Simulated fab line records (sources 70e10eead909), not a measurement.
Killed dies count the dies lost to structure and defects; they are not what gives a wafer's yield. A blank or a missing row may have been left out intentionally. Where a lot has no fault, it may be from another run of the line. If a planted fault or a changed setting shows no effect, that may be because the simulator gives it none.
Problem report, 8D (eight disciplines) form, completed by code :: flow nand_harc :: the parts of the form that need people (team, actions taken, sign-off) are left out

## 1. THE ISSUE
Mean of mfc_precursor_sccm at NHARC_A_STAIRCASE_DEP_322: 230.8 sccm across 3 wafers in 2 lots; on wafers with no fault it is 200.0 sccm (standard deviation 0.62). Relative to the usual mean, that is a shift of +50 standard deviations.
The step: deposits SiO2, target thk 7200 nm.
The first sign was on wafer L253.1 at day 26 04:53, on pecvd-01. At this step, 39 wafers from 13 lots have a number in the record. Rule for "out", or "out of limits": more than 4 standard deviations from the usual mean. The rest of the wafers with a number are treated as sound.

## 2. WHAT IT IS, WHAT IT ISN'T
question: which readings at this step
is: mfc_precursor_sccm
is not: heater_power_w

question: which lots
is: L253, L254
is not: L234, L236, L237, L238, L239, L240, L242, L243, L244, L247, L255

question: which wafers of those lots
is: L253.1, L253.5, L254.6
is not: L253.6, L254.1, L254.3

question: read on which tools
is: pecvd-01
is not: pecvd-02, pecvd-04

question: when
is: from day 26 04:53
is not: up to then (31 sound wafers); but 5 sound wafers of L254, L255 came after

## 3. SUSPECTS, AND WHAT RULES EACH OUT
Counting: if a tool at a process step up to the reading ran every lot that is out, it stays a suspect. Sound lots after the first of them don't rule it out here, since some wafers of a struck lot are sound.
- pecvd-01 at NHARC_A_STAIRCASE_DEP_322 (deposits SiO2, target thk 7200 nm): kept. Every lot that is out went through it, the first being L253 (day 26 04:53); the last sound lot it ran before that was L247 (day 24 07:14). Its own mfc_precursor_sccm readings are out on those wafers.
- pecvd-01, NHARC_A_STAIRCASE_DEP_322: wafers that are out in chamber 2, sound lot-mates in chambers 0, 1.
Remaining after the count: pecvd-01 at NHARC_A_STAIRCASE_DEP_322.

## 4. THE CAUSE (what the simulator had put in)
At NHARC_A_STAIRCASE_DEP_322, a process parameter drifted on pecvd-01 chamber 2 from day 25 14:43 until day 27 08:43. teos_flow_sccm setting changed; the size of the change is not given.
The count eliminated every tool but this one.

## 5. THE EFFECT CHAIN, in route order
Each row: a reading whose mean over the struck wafers that have a number lies more than 3 standard deviations from the usual. Only readings for which the record gives a usual standard deviation are gone through. hours: the time from each lot's start at the first step in this table that gives one to its start at this step, as a median over the lots. sigmas: the change in usual standard deviations.
hours: 0
step: NHARC_A_STAIRCASE_DEP_322
reading: mfc_precursor_sccm
usual: 200.0 sccm
on struck wafers: 230.8
change: +30.8
sigmas: +50
Its process steps:
- NHARC_A_STAIRCASE_DEP_322: deposits SiO2, target thk 7200 nm.

## 6. HOW IT WOULD HAVE BEEN CAUGHT EARLIER
First out-of-limits reading in this record: day 26 04:53, which is 14 hours after fault onset at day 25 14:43.
